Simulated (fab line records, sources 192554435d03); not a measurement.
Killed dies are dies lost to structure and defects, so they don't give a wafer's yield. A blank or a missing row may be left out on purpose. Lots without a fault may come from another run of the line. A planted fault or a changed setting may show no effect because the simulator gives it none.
Chamber matching | flow n5_finfet | N5_BEOL_M4_STRIP_66 on rie_diel-05: 4 sister chambers
The step strips in CF4. 4 wafers are shown with their chamber, then 7 later ones without.

WAFERS WITH THEIR CHAMBER
wafer  | chamber | throttle_valve_pct (%)
L076.5 | 1       | 13.95
L080.5 | 3       | 14.03
L085.3 | 2       | 13.25
L085.4 | 0       | 13.60

WAFERS WITHOUT THEIR CHAMBER
wafer  | throttle_valve_pct (%)
L085.5 | 13.43
L094.2 | 13.30
L094.3 | 13.48
L094.6 | 13.53
L096.1 | 13.69
L096.3 | 13.54
L096.5 | 13.51

WHICH CHAMBER EACH WENT THROUGH
wafer  | from the rows above     | in truth
L085.5 | can't be placed: 0 or 2 | 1
L094.2 | 2                       | 2
L094.3 | can't be placed: 0 or 2 | 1
L094.6 | 0                       | 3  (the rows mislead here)
L096.1 | can't be placed: 0 or 1 | 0
L096.3 | 0                       | 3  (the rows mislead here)
L096.5 | can't be placed: 0 or 2 | 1
Placed correctly: 1 of 7. Can't be placed from these rows: 4 (the true chamber is among the candidates in 1). Placed wrongly: 2.
How it was worked out, from the rows above alone: a wafer's distance from a chamber is the root of the sum, over the readings, of the square of ((its reading less the chamber's mean) divided by the reading's scatter). The wafer belongs to the nearest chamber; if the next one is less than 2 further off, it can't be placed. A chamber's mean is the mean of its shown wafers. The scatter: with one shown wafer a chamber, the root of the mean of the squares of how far each hidden wafer lies from its nearest shown one.
